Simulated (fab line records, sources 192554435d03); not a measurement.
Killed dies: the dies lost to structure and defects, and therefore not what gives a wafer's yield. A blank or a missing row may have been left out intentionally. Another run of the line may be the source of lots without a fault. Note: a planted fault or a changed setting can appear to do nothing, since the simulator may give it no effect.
Problem report, 8D (eight disciplines) form, completed by code | flow n5Finfet | the parts of the form that need people (team, actions taken, sign-off) are left out

## 1. THE PROBLEM
Across 6 wafers from 2 lots, M0_CUT1_OVL at N5_BEOL_M0_SAQP_OVL_MEAS_41 averages 12.5 nm, while fault-free wafers read -0.3 nm with a standard deviation of 0.73. That is +18 standard deviations from the usual mean.
First observed at day 9 06:04: wafer L874.1, on overlay-01. Wafers with a number at this step in the record: 27, from 9 lots. By rule, "out" or "out of limits" means more than 4 standard deviations away from the usual mean. Any other wafer with a number is counted as sound.

## 2. WHAT IT IS, AND WHAT IT ISN'T
question                    | is                     | is not
which readings at this step | M0_CUT1_OVL            | -
which lots                  | L874, L876             | L864, L867, L869, L871, L877, L878, L879
which wafers of those lots  | all that have a number | -
read on which gauges        | overlay-01, overlay-02 | -
when                        | from day 9 06:04       | up to then (12 sound wafers); but 9 sound wafers of L877, L878, L879 came after

## 3. THE SUSPECTS, EACH WITH WHAT RULES IT OUT
Counting: any tool at a process step up to the reading is kept as a suspect provided that every lot that is out went through it and no sound lot did after the first of them.
- ruled out: the gauge at N5_BEOL_M0_SAQP_OVL_MEAS_41. Those wafers that are out were read across 2 gauges (overlay-01, overlay-02).
- euvScanner-01 at N5_BEOL_M0_SAQP_EXPOSE_37 (exposes mask M0 CUT1, target cd 30 nm): kept. Every lot that is out went through it, starting with L874 (day 9 05:54), and after that it ran no sound lot; the last sound lot it ran before then is L871 (day 8 10:02).
After counting, what remains is euvScanner-01 at N5_BEOL_M0_SAQP_EXPOSE_37.

## 4. THE CAUSE (what the simulator had put in)
Scanner matching overlay: euvScanner-01, from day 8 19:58 on, at N5_BEOL_M0_SAQP_EXPOSE_37. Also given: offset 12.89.
After counting, this tool was the only one left.

## 5. SEQUENCE OF EFFECTS, ordered by route
Rows list readings where the struck wafers' mean (over those with a number) sits beyond 3 standard deviations from the usual. Scope: only readings with a usual standard deviation given in the record; hours: median across lots of the time from each lot's start at the first step in this table that gives one to its start at this step; sigmas: change in usual standard deviations.
hours | step                        | reading             | usual   | on struck wafers | change | sigmas
0     | N5_BEOL_M0_SAQP_OVL_MEAS_41 | M0_CUT1_OVL         | -0.3 nm | 12.5             | +12.8  | +18
194   | N5_PASSIVATION_PROBE_49     | defectLimitedYield  | 91.5 %  | 0.0              | -91.5  | -65
194   | N5_PASSIVATION_PROBE_49     | killed_at_M0_to_M3  | 34      | 1118             | +1084  | +99
194   | N5_PASSIVATION_PROBE_49     | killedDies          | 101     | 1180             | +1079  | +63
194   | N5_PASSIVATION_PROBE_49     | killedOnRim         | 13      | 152              | +139   | +35
194   | N5_PASSIVATION_PROBE_49     | sort_bin_5_function | 5.0 %   | 49.9             | +44.9  | +46
194   | N5_PASSIVATION_PROBE_49     | sortNPass           | 1079    | 0                | -1079  | -63
194   | N5_PASSIVATION_PROBE_49     | sortYieldPct        | 91.4 %  | 0.0              | -91.4  | -65
The process steps in it:
- N5_PASSIVATION_PROBE_49
At these later measuring or inspecting steps, every struck wafer for which the step has a row has a number for every such reading, and none has moved that far: N5_BEOL_M4_RC_MEAS_101.

## 6. WHAT WOULD HAVE CAUGHT IT SOONER
The first out-of-limits reading at a measuring or inspecting step in this record came at day 9 06:04, 10 hours after the fault's start at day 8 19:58.
No tool reading at N5_BEOL_M0_SAQP_EXPOSE_37 that has a usual standard deviation in the record was out on any struck wafer, so an alarm limit of 4 standard deviations on those readings would not have fired.
Of the lots that are out (2), L876 began N5_BEOL_M0_SAQP_EXPOSE_37 on euvScanner-01 after day 9 06:04. Putting the tool on hold at that point would have spared it.
